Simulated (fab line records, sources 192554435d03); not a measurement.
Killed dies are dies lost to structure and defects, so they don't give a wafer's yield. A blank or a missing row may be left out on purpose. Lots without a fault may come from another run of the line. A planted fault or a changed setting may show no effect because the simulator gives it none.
Which tool did it? | flow n5_finfet | 11 lots, 33 wafers sampled, at 3 steps of a route of 1938

WHAT THE GAUGES READ, wafer by wafer
N5_BEOL_M11_INSPECT_13: inspects for defects (brightfield). Usual: raw_defect_count 424, standard deviation 98.
lot  | measured     | on                | raw_defect_count | flag
L216 | day 10 02:34 | defect_inspect-01 | 461 520 433      |
L215 | day 10 02:44 | defect_inspect-01 | 668 531 574      |
L219 | day 11 05:43 | defect_inspect-01 | 453 372 304      |
L220 | day 11 13:59 | defect_inspect-01 | 369 346 262      |
L222 | day 11 20:53 | defect_inspect-02 | 329 471 323      |
L224 | day 12 12:28 | defect_inspect-01 | 439 402 416      |
L225 | day 12 19:23 | defect_inspect-02 | 269 348 352      |
L227 | day 12 21:30 | defect_inspect-02 | 445 523 545      |
L233 | day 14 19:01 | defect_inspect-02 | 399 376 378      |
L235 | day 15 02:33 | defect_inspect-01 | 603 590 445      |
L237 | day 15 16:29 | defect_inspect-02 | 376 418 331      |

N5_BEOL_M11_INSPECT_30: inspects for defects (brightfield). Usual: raw_defect_count 424, standard deviation 98.
lot  | measured     | on                | raw_defect_count | flag
L216 | day 10 03:31 | defect_inspect-02 | 467 538 452      |
L215 | day 10 03:47 | defect_inspect-01 | 682 494 555      |
L219 | day 11 08:09 | defect_inspect-01 | 463 349 299      |
L220 | day 11 15:51 | defect_inspect-01 | 368 340 263      |
L222 | day 11 22:30 | defect_inspect-01 | 349 474 374      |
L224 | day 12 13:37 | defect_inspect-02 | 436 361 423      |
L225 | day 12 20:30 | defect_inspect-01 | 302 380 430      |
L227 | day 12 23:23 | defect_inspect-01 | 453 554 557      |
L233 | day 14 20:37 | defect_inspect-01 | 419 386 401      |
L235 | day 15 05:44 | defect_inspect-02 | 541 596 395      |
L237 | day 15 18:13 | defect_inspect-02 | 362 406 377      |

WHICH TOOL RAN EACH LOT (tool, then ch and the chambers of the sampled wafers, then the start)
lot  | N5_BEOL_M11_HM_OPEN_17
L216 | rie_metal-02 ch 0,1, day 10 02:55
L215 | rie_metal-02 ch 0,1, day 10 03:10
L219 | rie_metal-02 ch 0,1, day 11 06:08
L220 | rie_metal-01 ch 1, day 11 14:25
L222 | rie_metal-01 ch 0,1, day 11 21:11
L224 | rie_metal-02 ch 0,1, day 12 12:48
L225 | rie_metal-03 ch 0,1, day 12 19:49
L227 | rie_metal-01 ch 0,1, day 12 21:49
L233 | rie_metal-01 ch 0,1, day 14 19:19
L235 | rie_metal-01 ch 0,1, day 15 02:54
L237 | rie_metal-01 ch 0,1, day 15 16:52
- N5_BEOL_M11_HM_OPEN_17: chemistry Cl2/BCl3, target TiN, target depth 20 nm, overetch 6 nm.

WHAT THE TOOLS THEMSELVES READ (means of the sampled wafers that have a number; where no wafer has one, the mark that the record gives instead)
N5_BEOL_M11_HM_OPEN_17. Usual: bcl3_flow_sccm 21.75 sccm, standard deviation 0.065; drypump_motor_current_A 5.9 A, standard deviation 0.42; oes_product_au 0.67 a.u., standard deviation 0.031; throttle_valve_pct 22.13 %, standard deviation 0.17.
lot  | tool         | bcl3_flow_sccm (sccm) | drypump_motor_current_A (A) | oes_product_au (a.u.) | throttle_valve_pct (%) | flag
L216 | rie_metal-02 | 21.76                 | 6.0                         | 0.68                  | 21.97                  |
L215 | rie_metal-02 | 21.77                 | 6.0                         | 0.67                  | 21.98                  |
L219 | rie_metal-02 | 21.78                 | 6.0                         | 0.67                  | 21.98                  |
L220 | rie_metal-01 | 21.73                 | 5.8                         | 0.65                  | 22.14                  |
L222 | rie_metal-01 | 21.75                 | 5.8                         | 0.66                  | 22.11                  |
L224 | rie_metal-02 | 21.73                 | 6.0                         | 0.65                  | 22.01                  |
L225 | rie_metal-03 | 21.71                 | 6.4                         | 0.71                  | 22.21                  |
L227 | rie_metal-01 | 21.72                 | 5.8                         | 0.65                  | 22.11                  |
L233 | rie_metal-01 | 21.78                 | 5.8                         | 0.64                  | 22.15                  |
L235 | rie_metal-01 | 21.72                 | 5.8                         | 0.64                  | 22.12                  |
L237 | rie_metal-01 | 21.75                 | 5.8                         | 0.63                  | 22.16                  |

THE ANSWER, worked out from the rows above alone
Rule: a lot is off if the mean of its wafers that have a number lies more than 3 standard deviations from the usual mean. A lot without any number at a reading at which 4 lots or more have one is off too. The other lots that the step has rows for count as sound. The gauges are gone through in route order, then the tools' own readings, and for those a lot's mean is taken as printed above. The first step at which some lot is off is used, and at that step the reading that is off furthest; a lot without a number counts as furthest.
No lot is off at any reading shown: from this, nothing can be told.

WHAT THE SIMULATOR HAD PUT IN
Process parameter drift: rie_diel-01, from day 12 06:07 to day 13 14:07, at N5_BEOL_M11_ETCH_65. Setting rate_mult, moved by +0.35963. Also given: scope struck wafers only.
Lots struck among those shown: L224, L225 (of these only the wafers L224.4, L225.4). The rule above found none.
